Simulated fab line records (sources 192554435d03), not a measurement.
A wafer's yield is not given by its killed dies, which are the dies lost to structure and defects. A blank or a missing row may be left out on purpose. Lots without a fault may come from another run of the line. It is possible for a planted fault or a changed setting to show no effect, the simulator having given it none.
fab line records    flow n5-finfet
record: lots: 7  wafers: 39
route steps=1938 shown FIN_SAQP@130 SD_EPI_P@321 SD_ACTIVATION@330 GATE_CUT@510 MOL_CONTACT_COAG@547 BEOL_M1@753
start-h: hours from the record's first day to the start of the lot's first wafer shown    wait-h: hours elapsed since this lot's preceding step    " same as the row above    L1.1+2: a single row standing in for several wafers    - either no value or no given start    * or withheld: withheld    < > ~ a bound
route shown NAME@n: NAME is a module with steps in the file, n the number in the route of the first one    usual: mean/standard deviation of fault-free wafers    same: alike in all rows    chamber/n: place in a boat    sites: the reading at each site    _std_site: standard deviation across them    _edge_site: outer sites' mean less inner sites'    radius-mm: how far each site lies from the wafer's centre    mask NAME#n: copy n    behind: the tool/chamber that last shaped the wafer    hold: what put the lot on hold/how long, in hours/how the hold closed    device: the transistor (n, p or np) that didn't switch    end of line: the same wafers' tests at the end of the route    a step given without rows: its recipe and nothing more    killed: dies lost to structure and defects at the first sort, not the wafer's yield    map: per-die view of a wafer (x killed, . not killed, _ where there is no die)
set.NAME: setting as actually run; set.NAME@STEP: the setting as run at that earlier step    model.NAME: the simulator's own value behind a step, which no gauge read
one table per step and one row per wafer, for lots whose settings were changed on purpose
== steps ==
step: N5_FIN_SAQP_ETCH_65
recipe: chemistry: CF4  target: SiO2  target-depth-a: 40  ion-energy-ev: 350  time-s: 4.4  pressure-mtorr: 10  icp-w: 800  bias-w: 400  cf4-flow-sccm: 80
lot.wafer  tool       chamber  start-h  wait-h  set.time-s  model.etch.depth-nm
L079.1     rie-si-05  1        53.79    0.1     4.4         3.948
L079.2     "          3        "        "       4.4         4.039
L079.3     "          2        "        "       4.4         3.973
L079.4     "          0        "        "       1.837       1.713
L079.5     "          1        "        "       1.837       1.658
L079.6     "          2        "        "       1.837       1.655
L084.2     rie-si-06  0        84.04    0.1     4.4         3.876
L084.4     "          2        "        "       4.4         4.081
L084.5     "          1        "        "       4.4         3.957
L087.1     rie-si-05  1        103.12   0.1     4.4         4.021
L087.2     "          0        "        "       6.252       5.792
L087.3     "          2        "        "       4.4         3.987
L087.4     "          3        "        "       4.4         4.098
L087.5     "          0        "        "       6.252       5.795
L087.6     "          1        "        "       6.252       5.711
L090.1     rie-si-05  3        120.37   0.1     4.4         4.109
L090.2     "          2        "        "       4.4         3.99
L090.3     "          0        "        "       4.4         4.107
L090.4     "          1        "        "       4.4         3.994
L090.5     "          0        "        "       4.4         4.114
L090.6     "          1        "        "       4.4         4.018
L092.1     rie-si-05  1        132.45   0.1     4.4         4.013
L092.2     "          2        "        "       4.4         4.015
L092.3     "          3        "        "       4.4         4.083
L092.4     "          0        "        "       4.4         4.134
L092.5     "          2        "        "       4.4         4.018
L092.6     "          1        "        "       4.4         4.022
L094.1     rie-si-02  1        144.92   0.1     6.947       6.245
L094.2     "          2        "        "       4.4         3.963
L094.3     "          3        "        "       6.947       6.235
L094.4     "          0        "        "       4.4         4.053
L094.5     "          1        "        "       6.947       6.23
L094.6     "          2        "        "       4.4         3.966
L096.1     rie-si-02  1        157.20   0.1     4.4         3.964
L096.2     "          3        "        "       4.4         3.985
L096.3     "          2        "        "       2.175       1.957
L096.4     "          0        "        "       2.175       2.002
L096.5     "          2        "        "       4.4         3.979
L096.6     "          1        "        "       2.175       1.949
step: N5_SD_EPI_P_EPI_21
recipe: material: SiGe:B  dopant: B  temp-c: 550  pressure-torr: 20  ambient: H2  time-s: 355
lot.wafer  tool          chamber  start-h  wait-h  set.epi-growth-time-s  model.SiGe-B_of_SD_EPI_P_EPI_21.thk-nm
L079.1     epi-rpcvd-03  0        83.77    0.1     546.8                  81.8
L079.2     "             0        "        "       355                    61.2
L079.3     "             0        "        "       355                    61
L079.4     "             0        "        "       355                    61.6
L079.5     "             0        "        "       546.8                  82.2
L079.6     "             0        "        "       546.8                  83.4
L084.2+4   epi-rpcvd-03  0        115.25   0.5     355                    61.6
L084.5     "             0        116.33   1.5     355                    61.4
L087.1     epi-rpcvd-04  0        134.87   0.2     533.1                  82.6
L087.2     "             0        "        "       533.1                  82.4
L087.3     "             0        "        "       355                    61.2
L087.4     "             0        "        "       355                    61.8
L087.5     "             0        "        "       533.1                  81.4
L087.6     "             0        "        "       355                    61.6
L090.1     epi-rpcvd-02  0        150.84   0.1     355                    60.4
L090.2     "             0        "        "       355                    61
L090.3     "             0        "        "       355                    60
L090.4     "             0        "        "       494.3                  76
L090.5     "             0        "        "       494.3                  76.2
L090.6     "             0        "        "       494.3                  74.6
L092.1     epi-rpcvd-02  0        163.03   0.1     269.8                  50
L092.2     "             0        "        "       355                    61.2
L092.3+5   "             0        "        "       269.8                  50.6
L092.4     "             0        "        "       355                    61
L092.6     "             0        "        "       355                    61.4
L094.1     epi-rpcvd-04  0        176.29   0.2     355                    60
L094.2     "             0        "        "       355                    61.2
L094.3     "             0        "        "       355                    60.6
L094.4     "             0        "        "       200.2                  37.8
L094.5     "             0        "        "       200.2                  37.6
L094.6     "             0        "        "       200.2                  37.2
L096.1     epi-rpcvd-03  0        188.21   0.1     505.7                  78.4
L096.2     "             0        "        "       505.7                  79
L096.3+5   "             0        "        "       355                    61.4
L096.4     "             0        "        "       355                    61
L096.6     "             0        "        "       505.7                  78
step: N5_SD_EPI_P_EPI_MEAS_23
recipe: mode: xrd
usual: thk-nm: 61.2/1
lot.wafer  tool           chamber  start-h  wait-h  set.epi-growth-time-s@SD_EPI_P_EPI_21  thk-nm
L079.1     film-metro-01  -        85.98    1.9     546.8                                  82.3
L079.2     "              -        "        "       355                                    62.4
L079.3     "              -        "        "       355                                    61.0
L079.4     "              -        "        "       355                                    61.2
L079.5     "              -        "        "       546.8                                  82.7
L079.6     "              -        "        "       546.8                                  85.0
L084.2     film-metro-01  -        117.10   1.5     355                                    61.7
L084.4     "              -        "        "       355                                    62.3
L084.5     "              -        "        "       355                                    62.3
L087.1     film-metro-02  -        137.80   2.5     533.1                                  82.3
L087.2     "              -        "        "       533.1                                  81.2
L087.3     "              -        "        "       355                                    61.6
L087.4     "              -        "        "       355                                    61.2
L087.5     "              -        "        "       533.1                                  82.5
L087.6     "              -        "        "       355                                    61.7
L090.1     film-metro-01  -        153.03   1.8     355                                    62.1
L090.2     "              -        "        "       355                                    60.0
L090.3     "              -        "        "       355                                    61.6
L090.4     "              -        "        "       494.3                                  75.6
L090.5     "              -        "        "       494.3                                  76.0
L090.6     "              -        "        "       494.3                                  76.1
L092.1     film-metro-02  -        165.23   1.8     269.8                                  51.1
L092.2     "              -        "        "       355                                    60.7
L092.3     "              -        "        "       269.8                                  51.9
L092.4     "              -        "        "       355                                    61.6
L092.5     "              -        "        "       269.8                                  50.0
L092.6     "              -        "        "       355                                    61.4
L094.1     film-metro-02  -        179.21   2.4     355                                    59.4
L094.2     "              -        "        "       355                                    61.9
L094.3     "              -        "        "       355                                    60.1
L094.4     "              -        "        "       200.2                                  38.5
L094.5     "              -        "        "       200.2                                  36.2
L094.6     "              -        "        "       200.2                                  36.7
L096.1     film-metro-01  -        190.40   1.8     505.7                                  78.6
L096.2     "              -        "        "       505.7                                  79.4
L096.3     "              -        "        "       355                                    60.9
L096.4     "              -        "        "       355                                    62.1
L096.5     "              -        "        "       355                                    60.3
L096.6     "              -        "        "       505.7                                  77.5
step: N5_SD_EPI_P_HM_STRIP_48
recipe: chemistry: H3PO4  temp-c: 160  material: SiNx  target: SiNx  target-depth-a: 30  overetch-fraction: 0.3
step: N5_SD_EPI_P_SRD_49
recipe: dry: ipa-marangoni  time-s: 30  temp-c: 23  rinse-liquid: diw
step: N5_SD_ACTIVATION_RTA_00
recipe: temp-c: 975  time-s: 0  ambient: N2  idle-temp-c: 600  ramp-up-c-per-s: 150  ramp-down-c-per-s: 60  cool-to-c: 600
step: N5_SD_ACTIVATION_LSA_01
recipe: temp-c: 1080  time-s: 0.0008  ambient: N2
step: N5_SD_ACTIVATION_RS_MEAS_03
recipe: thk-meas-gauge: four-point-probe
usual: RS_SD_N: 22.0/0.33  RS_SD_P: 55.9/0.81
lot.wafer  tool           chamber  start-h  wait-h  set.epi-growth-time-s@SD_EPI_P_EPI_21  RS_SD_N[ohm/sq]  RS_SD_P[ohm/sq]
L079.1     film-metro-01  -        86.73    0.2     546.8                                  22.2             41.0
L079.2     "              -        "        "       355                                    21.8             54.7
L079.3     "              -        "        "       355                                    21.8             54.7
L079.4     "              -        "        "       355                                    21.9             54.4
L079.5     "              -        "        "       546.8                                  21.9             41.1
L079.6     "              -        "        "       546.8                                  22.2             40.1
L084.2     film-metro-02  -        117.73   0.2     355                                    21.8             55.6
L084.4     "              -        "        "       355                                    22.1             56.7
L084.5     "              -        "        "       355                                    22.0             56.1
L087.1     film-metro-02  -        138.40   0.2     533.1                                  22.6             41.1
L087.2     "              -        "        "       533.1                                  22.3             41.3
L087.3     "              -        "        "       355                                    22.9             55.6
L087.4     "              -        "        "       355                                    23.0             55.3
L087.5     "              -        "        "       533.1                                  22.5             41.8
L087.6     "              -        "        "       355                                    22.3             55.1
L090.1     film-metro-01  -        153.86   0.2     355                                    21.8             57.4
L090.2     "              -        "        "       355                                    22.4             55.9
L090.3     "              -        "        "       355                                    22.0             57.3
L090.4     "              -        "        "       494.3                                  22.0             45.2
L090.5     "              -        "        "       494.3                                  22.0             44.7
L090.6     "              -        "        "       494.3                                  21.9             45.8
L092.1     film-metro-02  -        165.85   0.2     269.8                                  21.5             68.4
L092.2     "              -        "        "       355                                    21.9             55.7
L092.3     "              -        "        "       269.8                                  21.7             67.8
L092.4     "              -        "        "       355                                    21.9             56.1
L092.5     "              -        "        "       269.8                                  21.5             68.0
L092.6     "              -        "        "       355                                    22.1             55.3
L094.1     film-metro-01  -        179.84   0.2     355                                    22.0             57.6
L094.2     "              -        "        "       355                                    22.0             56.5
L094.3     "              -        "        "       355                                    22.0             56.8
L094.4     "              -        "        "       200.2                                  21.7             91.1
L094.5     "              -        "        "       200.2                                  22.0             91.2
L094.6     "              -        "        "       200.2                                  21.9             92.9
L096.1     film-metro-01  -        191.03   0.2     505.7                                  21.9             43.4
L096.2     "              -        "        "       505.7                                  22.0             43.1
L096.3     "              -        "        "       355                                    22.1             55.1
L096.4     "              -        "        "       355                                    22.0             55.2
L096.5     "              -        "        "       355                                    21.9             55.6
L096.6     "              -        "        "       505.7                                  22.0             43.2
step: N5_GATE_CUT_ALD_22
recipe: material: SiNx  target-thk-a: 160  temp-c: 400  ald-precursor-family: SiH2I2  ald-co-reactant: N2/H2-plasma  pulse-time-s: 1  ald-cycles: 320  purge-time-s: 2  co-reactant-purge-time-s: 2  pressure-torr: 2
lot.wafer     tool        chamber  start-h  wait-h  set.ald-cycles  model.SiNx_of_GATE_CUT_ALD_22.thk-nm
L079.1+2+5    ald-sin-04  0,1,0    113.43   0.0     460             23
L079.3        "           3        "        "       320             16.2
L079.4+6      "           2,1      "        "       320             16
L084.2+4+5    ald-sin-04  1,0,3    144.78   0.0     320             16
L087.1+2+5+6  ald-sin-02  0,2,2,0  164.92   0.0     320             16
L087.3+4      "           1        "        "       320             15.8
L090.1+3      ald-sin-04  1,0      179.66   0.0     266             13.4
L090.2+4+5    "           2,3,1    "        "       320             16
L090.6        "           2        "        "       266             13.2
L092.1+3+4    ald-sin-01  2,3,0    192.32   0.0     509             25.4
L092.2+5+6    "           1,0,1    "        "       320             16
L094.1+3      ald-sin-01  1,0      206.01   0.0     320             16.2
L094.2+4+5    "           3,2,0    "        "       262             13.2
L094.6        "           3        "        "       320             16
L096.1+2+5    ald-sin-04  1,3,3    217.13   0.0     320             16
L096.3        "           2        "        "       320             15.8
L096.4+6      "           0        "        "       320             16.2
step: N5_MOL_CONTACT_COAG_SPUTTER_143
recipe: material: Co  target-thk-a: 25  temp-c: 25  chamber-pressure-pa: 0.2
lot.wafer   tool            chamber  start-h  wait-h  set.target-thk-a  model.Co_of_MOL_CONTACT_COAG_SPUTTER_143.thk-nm
L079.1+5    pvd-sputter-03  -        118.99   0.0     20.01             2
L079.2+3    "               -        "        "       25                2.4
L079.4      "               -        "        "       20.01             1.8
L079.6      "               -        "        "       25                2.6
L084.2+4+5  pvd-sputter-03  -        151.62   0.0     25                2.4
L087.1+5+6  pvd-sputter-01  -        171.97   0.0     33.86             3.4
L087.2+3    "               -        "        "       25                2.4
L087.4      "               -        "        "       25                2.2
L090.1+2+6  pvd-sputter-02  -        184.79   0.0     38.19             4
L090.3+4+5  "               -        "        "       25                2.6
L092.1+6    pvd-sputter-03  -        198.04   0.0     12.72             1.2
L092.2+4+5  "               -        "        "       25                2.6
L092.3      "               -        "        "       12.72             1.4
L094.1+4+6  pvd-sputter-03  -        214.33   0.0     15.14             1.6
L094.2+3+5  "               -        "        "       25                2.6
L096.1+2+3  pvd-sputter-03  -        222.75   0.0     15.15             1.6
L096.4+5+6  "               -        "        "       25                2.6
step: N5_BEOL_M1_PECVD_72
recipe: material: SiO2  target-thk-a: 160  temp-c: 400  precursor: TEOS/O2  pressure-torr: 5.5  rf-w: 450  teos-flow-sccm: 53.8  gas: O2  flow-sccm: 3000  time-s: 18
lot.wafer     tool      chamber  start-h  wait-h  set.time-s  model.SiO2_of_BEOL_M1_PECVD_72.thk-nm
L079.1+4      pecvd-02  2        150.34   0.0     25.52       22.4
L079.2        "         0        "        "       25.52       22
L079.3+6      "         1,0      "        "       18          15.8
L079.5        "         1        "        "       18          16.2
L084.2        pecvd-03  1        178.82   0.0     18          16
L084.4+5      "         0,2      "        "       18          16.4
L087.1        pecvd-04  0        203.76   0.0     26.78       23
L087.2+3      "         2,1      "        "       18          15.8
L087.4        "         0        "        "       26.78       23.2
L087.5        "         1        "        "       26.78       23.8
L087.6        "         2        "        "       18          16.2
L090.1        pecvd-04  1        218.76   0.0     18          15.8
L090.2        "         1        "        "       18          16
L090.3+4      "         1        "        "       12.26       11.2
L090.5        "         1        "        "       18          16.2
L090.6        "         1        "        "       12.26       11
L092.1        pecvd-02  0        230.55   0.0     14.86       13
L092.2+4      "         1,2      "        "       18          16
L092.3        "         2        "        "       18          15.8
L092.5        "         1        "        "       14.86       13.6
L092.6        "         0        "        "       14.86       12.8
L094.1        pecvd-02  0        243.45   0.0     22.52       19.6
L094.2        "         1        "        "       22.52       19.8
L094.3        "         2        "        "       18          15.8
L094.4        "         0        "        "       18          16
L094.5        "         2        "        "       18          16.2
L094.6        "         1        "        "       22.52       20.2
L096.1        pecvd-02  0        250.50   0.0     18          15.6
L096.2+3+4+6  "         1,1,0,0  "        "       18          16
L096.5        "         1        "        "       18          16.2
== key ==
split: step: N5_FIN_SAQP_ETCH_65  setting: time-s  stated: 4.4  by: wafer
response: step: N5_FIN_SAQP_ETCH_65  reading: model.etch.depth-nm  change: +0.0396  per: 1%  r: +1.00
split: step: N5_SD_EPI_P_EPI_21  setting: epi-growth-time-s  stated: 355  by: wafer
response: step: N5_SD_EPI_P_EPI_21  reading: model.SiGe-B_of_SD_EPI_P_EPI_21.thk-nm  change: +0.424  per: 1%  r: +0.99
response: step: N5_SD_EPI_P_EPI_MEAS_23  reading: thk-nm  change: *  per: 1%  r: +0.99
response: step: N5_SD_ACTIVATION_RS_MEAS_03  reading: RS_SD_P  shape: bent  at-lowest: 91.7  at-stated: 55.8  at-highest: 40.7
split: step: N5_GATE_CUT_ALD_22  setting: ald-cycles  stated: 320  by: wafer
response: step: N5_GATE_CUT_ALD_22  reading: model.SiNx_of_GATE_CUT_ALD_22.thk-nm  change: +0.159  per: 1%  r: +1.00
split: step: N5_MOL_CONTACT_COAG_SPUTTER_143  setting: target-thk-a  stated: 25  by: wafer
response: step: N5_MOL_CONTACT_COAG_SPUTTER_143  reading: model.Co_of_MOL_CONTACT_COAG_SPUTTER_143.thk-nm  change: +0.0268  per: 1%  r: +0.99
split: step: N5_BEOL_M1_PECVD_72  setting: time-s  stated: 18  by: wafer
response: step: N5_BEOL_M1_PECVD_72  reading: model.SiO2_of_BEOL_M1_PECVD_72.thk-nm  change: +0.153  per: 1%  r: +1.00
